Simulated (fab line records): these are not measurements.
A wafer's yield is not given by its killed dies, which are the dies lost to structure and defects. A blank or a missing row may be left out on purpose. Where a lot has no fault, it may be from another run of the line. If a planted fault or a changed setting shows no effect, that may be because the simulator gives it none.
8D (eight disciplines) problem report, filled in by code -- flow n5_finfet -- the parts of the form that need people (team, actions taken, sign-off) are left out

== 1. THE PROBLEM ==
At N5_GATE_CUT_ETCH_56, rf_fwd_power_W averages 740.5 W over 3 wafers from 2 lots, while fault-free wafers read 596.7 W, standard deviation 2.4. Relative to the usual mean, that is a shift of +60 standard deviations.
The step: etches TiN in Cl2/Ar, target depth 21.6 nm.
Earliest sighting: wafer L215.4 on rie_metal-03 at day 6 07:30. At this step, 27 wafers from 10 lots have a number in the record. The rule behind "out" and "out of limits": a value lying over 4 standard deviations away from the usual mean. The rest of the wafers with a number are treated as sound.

== 2. WHAT THIS IS AND IS NOT ==
question,is,is not
which readings at this step,rf_fwd_power_W,"drypump_motor_current_A, mfc_ar_sccm, oes_product_au, throttle_valve_pct"
which lots,"L215, L217","L207, L209, L212, L218, L220, L222, L223, L228"
which wafers of those lots,all that have a number,-
read on which tools,rie_metal-03,"rie_metal-01, rie_metal-02"
when,from day 6 07:30,"up to then (9 sound wafers); but 15 sound wafers of L218, L220, L222, L223, L228 came after"

== 3. THE SUSPECTS, EACH WITH WHAT RULES IT OUT ==
Counting: a tool at a process step up to the reading stays a suspect if it ran every lot that is out and no sound lot after the first of them.
- rie_diel-05 at N5_HKMG_FIN_STRIP_90 (strips SOC in N2/H2, time 20 s): ruled out as a lasting fault. After its first lot that is out, L215 (day 6 05:23), sound lots L228 ran on it.
- rie_metal-03 at N5_GATE_CUT_ETCH_56 (etches TiN in Cl2/Ar, target depth 21.6 nm): kept. Every lot that is out went through it, starting with L215 (day 6 07:30), and after that it ran no sound lot; the last sound lot it ran before then is L212 (day 5 18:54). Its own rf_fwd_power_W readings are out on those wafers.
Left after counting: rie_metal-03 at N5_GATE_CUT_ETCH_56.

== 4. THE CAUSE (what the simulator had put in) ==
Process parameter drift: rie_metal-03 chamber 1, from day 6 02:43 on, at N5_GATE_CUT_ETCH_56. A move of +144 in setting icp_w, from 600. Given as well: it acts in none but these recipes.
The count eliminated every tool but this one.

== 5. SEQUENCE OF EFFECTS, ordered by route ==
Each row: a reading where the mean over the struck wafers with a number is more than 3 standard deviations away from the usual. Scope: only readings with a usual standard deviation given in the record; hours: median across lots of the time from each lot's start at the first step in this table that gives one to its start at this step; sigmas: change in usual standard deviations.
hours,step,reading,usual,on struck wafers,change,sigmas
0,N5_GATE_CUT_ETCH_56,rf_fwd_power_W,596.7 W,740.5,+143.8,+60
It contains these process steps:
- N5_GATE_CUT_ETCH_56: etches TiN in Cl2/Ar, target depth 21.6 nm.
Later measuring or inspecting steps at which every struck wafer that the step has a row for has a number for every such reading, and none has moved that far: N5_BEOL_M4_RC_MEAS_101.

== 6. WHAT WOULD HAVE CAUGHT IT SOONER ==
5 hours passed between the start of the fault at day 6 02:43 and the first reading out of limits in this record, taken at day 6 07:30.
